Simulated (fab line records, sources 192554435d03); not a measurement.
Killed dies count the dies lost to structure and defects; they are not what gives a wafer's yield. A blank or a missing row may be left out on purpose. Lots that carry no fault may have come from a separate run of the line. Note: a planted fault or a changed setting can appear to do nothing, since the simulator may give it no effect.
Problem report in the 8D (eight disciplines) form, filled by code :: flow n5Finfet :: the parts of the form that need people (team, actions taken, sign-off) are left out

1. WHAT IS WRONG
At N5_MOL_CONTACT_COAG_COAT_104, spinSpeedRpm averages 1243.1 rpm over 9 wafers from 3 lots, while fault-free wafers read 1499.8 rpm, standard deviation 1.3. That is -99 or more standard deviations from the usual mean.
The step: time 60 s, resist thk 12 nm.
First observed at day 8 04:52: wafer L944.2, on lithoTrack-01. Wafers with a number at this step in the record: 27, from 9 lots. Rule for "out" (also "out of limits"): further than 4 standard deviations from the usual mean. Any other wafer with a number is counted as sound.

2. WHAT IT IS, WHAT IT ISN'T
question: which readings at this step
is: spinSpeedRpm
is not: -

question: which lots
is: L944, L947, L949
is not: L934, L935, L939, L948, L950, L954

question: which wafers of those lots
is: all that have a number
is not: -

question: read on which tools
is: lithoTrack-01
is not: lithoTrack-03, lithoTrack-05

question: when
is: from day 8 04:52
is not: up to then (9 sound wafers); but 9 sound wafers of L948, L950, L954 came after

3. SUSPECTS, AND WHAT RULES EACH OUT
Counting: any tool at a process step up to the reading is kept as a suspect provided that every lot that is out went through it and no sound lot did after the first of them.
- plasmaAsher-02 at N5_GATE_CUT_STRIP_21 (strips in N2/H2, time 30 s): ruled out as a lasting fault. The sound lots L948, L950, L954 went through it after L944, its earliest lot that is out (day 7 23:16).
- lithoTrack-01 at N5_MOL_CONTACT_COAG_COAT_104 (time 60 s, resist thk 12 nm): kept. It processed each lot that is out, first L944 at day 8 04:52, and no sound lot thereafter; up to then, the last sound lot it processed was L935 at day 5 16:01. Out on those wafers are its own readings of spinSpeedRpm.
The count leaves lithoTrack-01 at N5_MOL_CONTACT_COAG_COAT_104.

4. THE CAUSE (what the simulator had put in)
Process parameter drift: lithoTrack-01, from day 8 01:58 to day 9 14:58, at N5_MOL_CONTACT_COAG_COAT_104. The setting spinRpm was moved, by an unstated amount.
After counting, this tool was the only one left.

5. THE CHAIN OF EFFECTS, in route order
Each row: a reading where the mean over the struck wafers with a number is more than 3 standard deviations away from the usual. Only readings whose record carries a usual standard deviation are examined. hours: median over the lots of the time between each lot's start at the first step of this table that gives one and its start at this step. sigmas: the change, counted in usual standard deviations.
hours: 0
step: N5_MOL_CONTACT_COAG_COAT_104
reading: spinSpeedRpm
usual: 1499.8 rpm
on struck wafers: 1243.1
change: -256.7
sigmas: -99 or more

hours: 1
step: N5_MOL_CONTACT_COAG_ETCH_105
reading: etchRfOnTimeS
usual: 26.0 s
on struck wafers: 28.6
change: +2.6
sigmas: +7.0
Process steps it contains:
- N5_MOL_CONTACT_COAG_COAT_104: time 60 s, resist thk 12 nm.
- N5_MOL_CONTACT_COAG_ETCH_105: etches SiARC in CF4, target depth 15.6 nm, time 26 s.
At these later measuring or inspecting steps, every struck wafer for which the step has a row has a number for every such reading, and none has moved that far: N5_BEOL_M4_RC_MEAS_101.

6. WHAT WOULD HAVE CAUGHT IT SOONER
In this record no reading fell out of limits until day 8 04:52, 3 hours after the fault had begun at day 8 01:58.
